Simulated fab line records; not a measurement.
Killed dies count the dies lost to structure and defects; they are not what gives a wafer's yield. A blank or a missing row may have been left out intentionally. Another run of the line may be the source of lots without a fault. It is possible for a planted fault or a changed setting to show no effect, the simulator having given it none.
Matching of chambers -- flow n5Finfet -- N5_BEOL_M5_ETCH_67 on rieDiel-03: 4 sister chambers
The step etches SiARC in CF4, target depth 15.6 nm, time 26 s. 14 wafers are shown with their chamber, then 7 later ones without.

WAFERS, EACH WITH ITS CHAMBER
wafer,chamber,showerheadPlenumPTorr (Torr),throttleValvePct (%),oesProductAu (a.u.)
L076.1,0,2.22,15.5,0.64
L076.3,1,2.13,15.9,0.62
L076.5,3,2.26,15.3,0.75
L075.1,2,2.14,15.6,0.63
L075.3,0,2.22,15.5,0.63
L075.5,3,2.26,15.3,0.75
L077.1,2,2.14,15.7,0.62
L077.3,3,2.26,15.4,0.72
L077.6,3,2.26,15.4,0.74
L082.1,1,2.12,15.9,0.61
L082.2,3,2.26,15.4,0.74
L082.3,0,2.21,15.5,0.63
L088.1,2,2.14,15.7,0.62
L088.3,0,2.21,15.5,0.62

SIGNATURES (means of the wafers above)
reading,chamber 0,chamber 1,chamber 2,chamber 3,scatter within a chamber
showerheadPlenumPTorr,2.2150,2.1250,2.1400,2.2600,0.00387
throttleValvePct,15.500,15.900,15.667,15.360,0.0432
oesProductAu,0.6300,0.6150,0.6233,0.7400,0.00957
Rule: for each reading, subtract the chamber's mean from the wafer's reading, divide by that reading's scatter and square the result; add these up over the readings and take the root, which gives the wafer's distance from the chamber. If the next closest chamber is less than 2 further off than the closest, the wafer can't be placed; otherwise it belongs to the closest. The scatter: the root of (the sum of the squares of (reading less its chamber's mean) over the shown wafers, divided by (wafers less chambers)).

WAFERS WITH NO CHAMBER GIVEN
wafer,showerheadPlenumPTorr (Torr),throttleValvePct (%),oesProductAu (a.u.)
L088.5,2.12,15.9,0.61
L093.2,2.13,15.7,0.61
L093.4,2.21,15.6,0.61
L093.5,2.21,15.5,0.62
L094.1,2.25,15.4,0.71
L094.4,2.12,15.9,0.60
L094.6,2.21,15.6,0.62

THE CHAMBER EACH PASSED THROUGH
wafer,from the rows above,in truth
L088.5,1,1
L093.2,can't be placed: 2 or 1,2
L093.4,0,0
L093.5,0,0
L094.1,3,3
L094.4,1,1
L094.6,0,0
Correct placement for 6 of the 7. These rows do not allow placing 1 (true chamber among the candidates in 1). 0 placed wrongly.
